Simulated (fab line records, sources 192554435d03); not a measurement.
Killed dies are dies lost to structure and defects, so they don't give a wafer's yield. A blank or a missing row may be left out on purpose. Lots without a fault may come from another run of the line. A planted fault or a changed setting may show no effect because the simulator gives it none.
Split-lot experiment | flow n5_finfet | 7 lots, 36 wafers read, on a route of 1938 steps

THE SPLIT
At N5_BEOL_M9_TRENCH_ETCH_37 (etches SiCOH lowk in C4F6/O2, target depth 151.43 nm, time 49 s), the setting target_depth_a was moved away from the recipe's 1514.3 angstrom on 12 of the 36 wafers read, by -57.9% to +36.2%. The other wafers ran this setting at the recipe's value.

FROM THE SPLIT TO THE READING: what the file shows between them, 11 steps
- N5_BEOL_M9_ETCH_41: etches SiCN in CH3F/O2, target depth 36.6 nm, time 70.1 s
- N5_BEOL_M9_STRIP_80: strips in N2/H2, time 10 s
- N5_BEOL_M9_OCD_MEAS_38
- N5_BEOL_M9_HM_STRIP_39: strips TiN in peroxide tin strip, target depth 25 nm, time 158 s
- N5_BEOL_M9_SRD_40: time 30 s
- N5_BEOL_M9_ECD_50: material Cu, target thk 318 nm
- N5_BEOL_M9_ANNEAL_51: time 90 s
- N5_BEOL_M9_CMP_52: polishes, stops on SiCOH lowk, t overpolish 7 s, target thk 140 nm
- N5_BEOL_M9_THK_MEAS_53: measures by xrf
- N5_BEOL_M9_PRE_CLEAN_55: time 15 s
- N5_BEOL_M9_DEP_56: deposits SiCN from 3MS/NH3, target thk 15 nm, time 26.5 s

THE READING
M9_RS, in ohm/sq, at N5_BEOL_M9_RS_MEAS_57 (measures by four-point-probe). Fault-free wafers of this fab line usually give 0.149 ohm/sq, standard deviation 0.0052 ohm/sq.

wafer  | tool, chamber at the split | target_depth_a as run, angstrom | against the recipe | M9_RS, ohm/sq | against lot-mates on the recipe
L076.1 | rie_diel-03, 1             | 1514.3                          | recipe             | 0.149         | -
L076.2 | rie_diel-03, 3             | 1514.3                          | recipe             | 0.142         | -
L076.3 | rie_diel-03, 2             | 1514.3                          | recipe             | 0.147         | -
L076.4 | rie_diel-03, 1             | 2062                            | +36.2%             | 0.103         | -0.043
L076.5 | rie_diel-03, 2             | 2062                            | +36.2%             | 0.105         | -0.041
L076.6 | rie_diel-03, 3             | 2062                            | +36.2%             | 0.102         | -0.044
L080.3 | rie_diel-05, 0             | 1514.3                          | recipe             | 0.146         | -
L080.4 | rie_diel-05, 2             | 1514.3                          | recipe             | 0.152         | -
L080.5 | rie_diel-05, 3             | 1514.3                          | recipe             | 0.138         | -
L082.1 | rie_diel-05, 1             | 953.7                           | -37.0%             | 0.275         | +0.129
L082.2 | rie_diel-05, 3             | 1514.3                          | recipe             | 0.140         | -
L082.3 | rie_diel-05, 2             | 1514.3                          | recipe             | 0.150         | -
L082.4 | rie_diel-05, 0             | 1514.3                          | recipe             | 0.148         | -
L082.5 | rie_diel-05, 3             | 953.7                           | -37.0%             | 0.248         | +0.102
L082.6 | rie_diel-05, 2             | 953.7                           | -37.0%             | 0.259         | +0.113
L084.1 | rie_diel-03, 0             | 656.8                           | -56.6%             | 0.440         | +0.293
L084.2 | rie_diel-03, 3             | 656.8                           | -56.6%             | 0.420         | +0.273
L084.3 | rie_diel-03, 1             | 1514.3                          | recipe             | 0.146         | -
L084.4 | rie_diel-03, 2             | 1514.3                          | recipe             | 0.147         | -
L084.5 | rie_diel-03, 1             | 1514.3                          | recipe             | 0.147         | -
L084.6 | rie_diel-03, 2             | 656.8                           | -56.6%             | 0.436         | +0.289
L088.1 | rie_diel-03, 0             | 1514.3                          | recipe             | 0.146         | -
L088.3 | rie_diel-03, 3             | 1514.3                          | recipe             | 0.140         | -
L088.5 | rie_diel-03, 0             | 1514.3                          | recipe             | 0.147         | -
L085.1 | rie_diel-05, 3             | 1514.3                          | recipe             | 0.142         | -
L085.2 | rie_diel-05, 1             | 1514.3                          | recipe             | 0.160         | -
L085.3 | rie_diel-05, 2             | 1514.3                          | recipe             | 0.149         | -
L085.4 | rie_diel-05, 0             | 1514.3                          | recipe             | 0.148         | -
L085.5 | rie_diel-05, 0             | 1514.3                          | recipe             | 0.146         | -
L085.6 | rie_diel-05, 1             | 1514.3                          | recipe             | 0.160         | -
L090.1 | rie_diel-01, 2             | 637.5                           | -57.9%             | 0.454         | +0.303
L090.2 | rie_diel-01, 0             | 1514.3                          | recipe             | 0.154         | -
L090.3 | rie_diel-01, 1             | 1514.3                          | recipe             | 0.144         | -
L090.4 | rie_diel-01, 3             | 637.5                           | -57.9%             | 0.504         | +0.353
L090.5 | rie_diel-01, 0             | 637.5                           | -57.9%             | 0.480         | +0.329
L090.6 | rie_diel-01, 3             | 1514.3                          | recipe             | 0.155         | -

THE FIT
A straight line over all 36 wafers: M9_RS changes by -0.00425 ohm/sq for each +1% of target_depth_a; r = -0.94; the points scatter about the line by 0.043 ohm/sq.
The same after taking each lot's own level away (the mean of its wafers on the recipe; 36 wafers): -0.00423 ohm/sq for each +1%; r = -0.94; scatter 0.043 ohm/sq.
On that fit, the largest move of target_depth_a shifts the reading by 0.24 ohm/sq.
The lots' own levels span 0.1443 to 0.1510 ohm/sq, that is 1.3 times the standard deviation above.
So the lot-to-lot level changes the slope little: the two slopes agree.
Check: with one of the wafers moved furthest among these (-57.9%) left out of the fit, the line predicts +0.255 ohm/sq for it against its lot-mates. It came out at +0.303 ohm/sq against them.

OTHER SPLITS ON THESE WAFERS
These wafers also went through other splits before the reading. Each is held against what the fit with the lots' levels taken away leaves over:
other split on the same wafers | wafers away from the commonest value | r with M9_RS (lot level and that fit taken away)
N5_BEOL_M8_DESCUM_33 time_s    | 7                                    | +0.34

THE WHOLE CHAIN: every reading that the file lists as answering this split, in the file's order
step                      | what it does                                                       | reading                                                                          | change (the file's fit)                | r (the file's)
N5_BEOL_M9_TRENCH_ETCH_37 | etches SiCOH lowk in C4F6/O2, target depth 151.43 nm, time 49 s    | etch.depth_nm (the simulator's own value, which no gauge read)                   | +1.53 nm for each +1% of the setting   | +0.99
N5_BEOL_M9_TRENCH_ETCH_37 | etches SiCOH lowk in C4F6/O2, target depth 151.43 nm, time 49 s    | BEOL_M9.feature_depth_nm (the simulator's own value, which no gauge read)        | +1.53 nm for each +1% of the setting   | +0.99
N5_BEOL_M9_TRENCH_ETCH_37 | etches SiCOH lowk in C4F6/O2, target depth 151.43 nm, time 49 s    | TiN_of_BEOL_M9_HM_DEP_02.thk_nm (the simulator's own value, which no gauge read) | -0.0431 nm for each +1% of the setting | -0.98
N5_BEOL_M9_OCD_MEAS_38    |                                                                    | trench_depth_nm                                                                  | +1.53 nm for each +1% of the setting   | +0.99
N5_BEOL_M9_CMP_52         | polishes, stops on SiCOH lowk, t overpolish 7 s, target thk 140 nm | Cu_of_BEOL_M9_ECD_50.thk_nm (the simulator's own value, which no gauge read)     | +1.52 nm for each +1% of the setting   | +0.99
N5_BEOL_M9_THK_MEAS_53    | measures by xrf                                                    | M9_THK                                                                           | +1.52 for each +1% of the setting      | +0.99
N5_BEOL_M9_RS_MEAS_57     | measures by four-point-probe                                       | M9_RS                                                                            | -0.00443 for each +1% of the setting   | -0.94

THE FILE'S OWN FIT
M9_RS changes by -0.00443 ohm/sq for each +1% of target_depth_a, r = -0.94.
